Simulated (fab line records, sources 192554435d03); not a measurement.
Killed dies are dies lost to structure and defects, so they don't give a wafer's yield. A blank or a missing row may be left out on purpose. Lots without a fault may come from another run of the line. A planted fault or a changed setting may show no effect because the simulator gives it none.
A struck lot beside a sound one | flow n5_finfet | 14 steps out of a route of 1938
Sound: wafers L828.1, L828.5, L828.6. Struck: wafers L833.2, L833.5, L833.6. The cause comes at the end.
At each step with rows: each side's tool, then ch and its chambers, then its first start. Under that, the readings that differ: sound wafers | struck wafers | difference of the means | sigmas: that difference in standard deviations of wafers without a fault.
alike: readings whose means differ by less than 2 such deviations, and words and numbers that are the same on both sides. not compared: withheld readings, readings that some wafer has no value for, bounds like >300 that may hide the same value, and numbers for which the record gives no deviation and whose values overlap.
The two part at a step that has a row with sigmas, a row that says differs or no value, or rows on one side only. Numbers that don't overlap but have no deviation are shown without sigmas and don't part them. A reading that every wafer of one side lacks parts them only if that side has two wafers or more.

N5_BEOL_M0_SAQP_STRIP_108: strips in N2/H2.
  sound on rie_diel-01 ch 0,1,2, day 7 04:52; struck on rie_diel-01 ch 0,1,2, day 8 22:00
  alike: drypump_motor_current_A, oes_product_au, rf_vpp_V, showerhead_plenum_p_Torr, throttle_valve_pct
  not compared: rf_hours_counter_h
N5_BEOL_M0_SAQP_RECESS_109: chemistry HF/NH3, target SiO2, target depth 3 nm, afs cycles 1, sublimation time 60 s.
  sound on vapor_etch-01 ch 0,1, day 7 04:55; struck on vapor_etch-02 ch 0,1, day 8 22:04
  alike: drypump_motor_current_A
N5_BEOL_M0_SAQP_SPACER2_ALD_26: deposits SiO2, target thk 15 nm, pulse time 1 s, purge time 2 s.
  sound on ald_sin-04 ch 0,1, day 7 05:05; struck on ald_sin-04 ch 1,2,3, day 8 23:04
  alike: heater_power_w, precursor_pulse_height_rel
N5_BEOL_M0_SAQP_SPACER2_ETCHBACK_27: etches SiO2 in CHF3/O2, target depth 22.5 nm, time 11.25 s.
  sound on rie_diel-04 ch 0,1, day 7 05:39; struck on rie_diel-04 ch 0,1,3, day 8 23:37
  alike: bias_w, drypump_motor_current_A, oes_product_au, rf_vpp_V, showerhead_plenum_p_Torr, throttle_valve_pct
  not compared: rf_hours_counter_h
N5_BEOL_M0_SAQP_MANDREL2_REMOVE_110: chemistry HBr/Cl2/O2, target a-Si, stops on SiCN, bt time 10 s.
  sound on rie_si-05 ch 1,2,3, day 7 05:44; struck on rie_si-01 ch 2,3, day 8 23:42
  alike: HBr_flow_sccm, bias_w, drypump_motor_current_A, oes_product_au, throttle_valve_pct
  not compared: rf_hours_counter_h
N5_BEOL_M0_SAQP_CD_MEAS_29: target cd 14.4 nm.
  sound on cd_sem-03 ch 0, day 7 05:50; struck on cd_sem-01 ch 0, day 8 23:49
  alike: cd_nm
then, 6 steps without rows for these wafers: N5_BEOL_M0_SAQP_COAT_69 (time 60 s, resist thk 90 nm); N5_BEOL_M0_SAQP_COAT_72 (time 60 s, resist thk 15 nm); N5_BEOL_M0_SAQP_COAT_87 (time 60 s, resist thk 5 nm); N5_BEOL_M0_SAQP_COAT_34 (resist thk 30 nm); N5_BEOL_M0_SAQP_EBR_36; N5_BEOL_M0_SAQP_SOFTBAKE_35 (time 60 s).
N5_BEOL_M0_SAQP_EXPOSE_37: exposes mask M0 CUT1, target cd 30 nm.
  sound on euv_scanner-02 ch 0, day 7 06:08; struck on euv_scanner-02, day 9 00:07
  no value came back on the struck wafers for exposure_dose_mJ_cm2, focus_offset_nm (nm), stage_msd_nm (nm); on the sound wafers exposure_dose_mJ_cm2 reads 44.70 44.73 44.70
  alike: mask
then, 1 step without rows for these wafers: N5_BEOL_M0_SAQP_PEB_38 (peb time 60 s).

WHERE THEY PART
Only at N5_BEOL_M0_SAQP_EXPOSE_37, within this record.

WHY: what the simulator had put in
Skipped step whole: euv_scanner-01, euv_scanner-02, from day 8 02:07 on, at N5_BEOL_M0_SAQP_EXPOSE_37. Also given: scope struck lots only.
